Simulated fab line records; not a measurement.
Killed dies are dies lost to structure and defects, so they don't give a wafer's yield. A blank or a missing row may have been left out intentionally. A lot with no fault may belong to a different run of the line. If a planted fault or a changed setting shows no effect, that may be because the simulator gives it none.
Matching of chambers	flow nand harc	3 sister chambers for NHARC_A_SLIT_DEP_25 on pecvd-01
The step deposits SiO2, target thk 200 nm. 14 wafers are shown with their chamber, then 7 later ones without.

## WAFERS WITH THEIR CHAMBER
wafer	chamber	throttle valve pct (%)	heater power w (W)	susceptor temp C (C)
L079.1	1	15.4	613	399.95
L079.2	0	14.5	549	399.70
L079.5	1	15.5	613	400.21
L080.3	1	15.5	589	400.10
L080.4	1	15.4	588	399.98
L080.5	0	14.8	592	399.64
L078.3	0	14.7	499	399.96
L078.4	2	15.9	481	400.47
L078.6	0	14.5	502	400.10
L082.1	2	15.7	541	399.90
L082.2	1	15.5	619	400.52
L082.4	2	15.6	396	399.85
L084.1	0	14.6	521	399.97
L084.4	0	14.8	531	400.19

SIGNATURES (averages over the wafers above)
reading	chamber 0	chamber 1	chamber 2	scatter within a chamber
throttle valve pct	14.650	15.460	15.733	0.118
heater power w	532.33	604.40	472.67	39.9
susceptor temp C	399.9267	400.1520	400.0733	0.25
Rule: a wafer's distance from a chamber is the root of the sum, over the readings, of the square of ((its reading less the chamber's mean) divided by the reading's scatter). If the next closest chamber is less than 2 further off than the closest, the wafer can't be placed; otherwise it belongs to the closest. The scatter is the square root of a quotient: the sum, over the shown wafers, of each reading's squared deviation from its chamber's mean, divided by wafers minus chambers.

## WAFERS WITH NO CHAMBER GIVEN
wafer	throttle valve pct (%)	heater power w (W)	susceptor temp C (C)
L084.5	15.7	400	400.58
L086.1	14.5	544	400.20
L086.2	15.5	610	400.21
L086.4	14.7	540	399.92
L095.1	15.7	622	400.20
L095.2	14.2	509	400.18
L095.4	14.4	520	400.29

## WHICH CHAMBER EACH ONE RAN IN
wafer	from the rows above	in truth
L084.5	2	2
L086.1	0	0
L086.2	1	1
L086.4	0	0
L095.1	can't be placed: 1 or 2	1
L095.2	0	0
L095.4	0	0
Correctly placed: 6 of 7. Unplaceable from these rows: 1, with the true chamber sitting among the candidates in 1. 0 placed wrongly.
